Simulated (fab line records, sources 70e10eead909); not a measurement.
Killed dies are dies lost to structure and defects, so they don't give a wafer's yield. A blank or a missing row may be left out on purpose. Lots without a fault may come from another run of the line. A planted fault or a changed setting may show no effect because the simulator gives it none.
Chamber matching | flow nand_harc | NHARC_A_CHANNEL_FILL_D2_ALD_02 on ald_hk-03: 4 sister chambers
The step deposits SiO2, target thk 6 nm, pulse time 10 s, ald cycles 60. 4 wafers are shown with their chamber, then 10 later ones without.

WAFERS WITH THEIR CHAMBER
wafer  | chamber | heater_power_w (W)
L079.4 | 2       | 528
L080.3 | 1       | 419
L083.2 | 3       | 467
L083.3 | 0       | 454

WAFERS WITHOUT THEIR CHAMBER
wafer  | heater_power_w (W)
L083.6 | 553
L087.2 | 520
L087.3 | 439
L087.4 | 464
L094.1 | 502
L094.5 | 521
L094.6 | 460
L094.2 | 456
L094.3 | 441
L094.4 | 431

WHICH CHAMBER EACH WENT THROUGH
wafer  | from the rows above          | in truth
L083.6 | 2                            | 2
L087.2 | 2                            | 2
L087.3 | can't be placed: 0 or 1 or 3 | 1
L087.4 | can't be placed: 3 or 0      | 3
L094.1 | can't be placed: 2 or 3 or 0 | 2
L094.5 | 2                            | 2
L094.6 | can't be placed: 0 or 3      | 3
L094.2 | can't be placed: 0 or 3      | 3
L094.3 | can't be placed: 0 or 1 or 3 | 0
L094.4 | can't be placed: 1 or 0 or 3 | 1
Placed correctly: 3 of 10. Can't be placed from these rows: 7 (the true chamber is among the candidates in 7). Placed wrongly: 0.
How it was worked out, from the rows above alone: a wafer's distance from a chamber is the root of the sum, over the readings, of the square of ((its reading less the chamber's mean) divided by the reading's scatter). The wafer belongs to the nearest chamber; if the next one is less than 2 further off, it can't be placed. A chamber's mean is the mean of its shown wafers. The scatter: with one shown wafer a chamber, the root of the mean of the squares of how far each hidden wafer lies from its nearest shown one.
